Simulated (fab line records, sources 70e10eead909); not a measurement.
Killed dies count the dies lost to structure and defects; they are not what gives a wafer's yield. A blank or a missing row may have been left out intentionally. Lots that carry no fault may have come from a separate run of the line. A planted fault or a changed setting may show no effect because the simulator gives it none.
Matching of chambers | flow nand-harc | NHARC_P_M1_ETCH_15 on rie-diel-10 has 3 sister chambers
The step etches the open film in C4F8/Ar, target depth 182.5 nm, time 91.2 s. 16 wafers are shown with their chamber, then 4 later ones without.

== WAFERS WITH THEIR CHAMBER ==
wafer  | chamber | rf-vpp-V (V) | oes-product-au (a.u.)
L555.2 | 0       | 442.2        | 0.965
L555.3 | 1       | 442.2        | 0.956
L555.6 | 0       | 441.4        | 0.951
L556.2 | 2       | 442.9        | 0.957
L556.4 | 1       | 445.7        | 0.956
L556.6 | 0       | 441.6        | 0.973
L559.1 | 1       | 443.1        | 0.959
L559.3 | 2       | 441.8        | 0.962
L559.6 | 2       | 442.2        | 0.960
L560.1 | 2       | 442.9        | 0.974
L560.2 | 0       | 443.1        | 0.962
L560.6 | 1       | 442.5        | 0.967
L565.1 | 1       | 442.0        | 0.981
L565.4 | 2       | 441.5        | 0.968
L565.6 | 1       | 442.7        | 0.976
L569.3 | 1       | 443.7        | 0.956

SIGNATURES, as means of the wafers listed above
reading        | chamber 0 | chamber 1 | chamber 2 | scatter within a chamber
rf-vpp-V       | 442.075   | 443.129   | 442.260   | 1
oes-product-au | 0.96275   | 0.96443   | 0.96420   | 0.00916
Rule: a wafer lies at a distance from a chamber equal to the root of the sum of squares, over the readings, of (its reading less the chamber's mean, divided by the reading's scatter). The wafer belongs to the nearest chamber; if the next one is less than 2 further off, it can't be placed. The scatter: take each reading less its chamber's mean, square it, sum over the shown wafers, divide by the number of wafers less the number of chambers, and take the root.

== WAFERS WITHOUT THEIR CHAMBER ==
wafer  | rf-vpp-V (V) | oes-product-au (a.u.)
L569.4 | 442.6        | 0.964
L568.5 | 442.3        | 0.954
L570.1 | 441.5        | 0.966
L570.5 | 441.4        | 0.950

== WHICH CHAMBER EACH WENT THROUGH ==
wafer  | from the rows above          | in truth
L569.4 | can't be placed: 2 or 1 or 0 | 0
L568.5 | can't be placed: 0 or 2 or 1 | 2
L570.1 | can't be placed: 0 or 2 or 1 | 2
L570.5 | can't be placed: 0 or 2 or 1 | 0
Placed correctly: 0 of 4. From these rows, 4 cannot be placed; in 4 the true chamber is one of the candidates. Wrongly placed: 0.
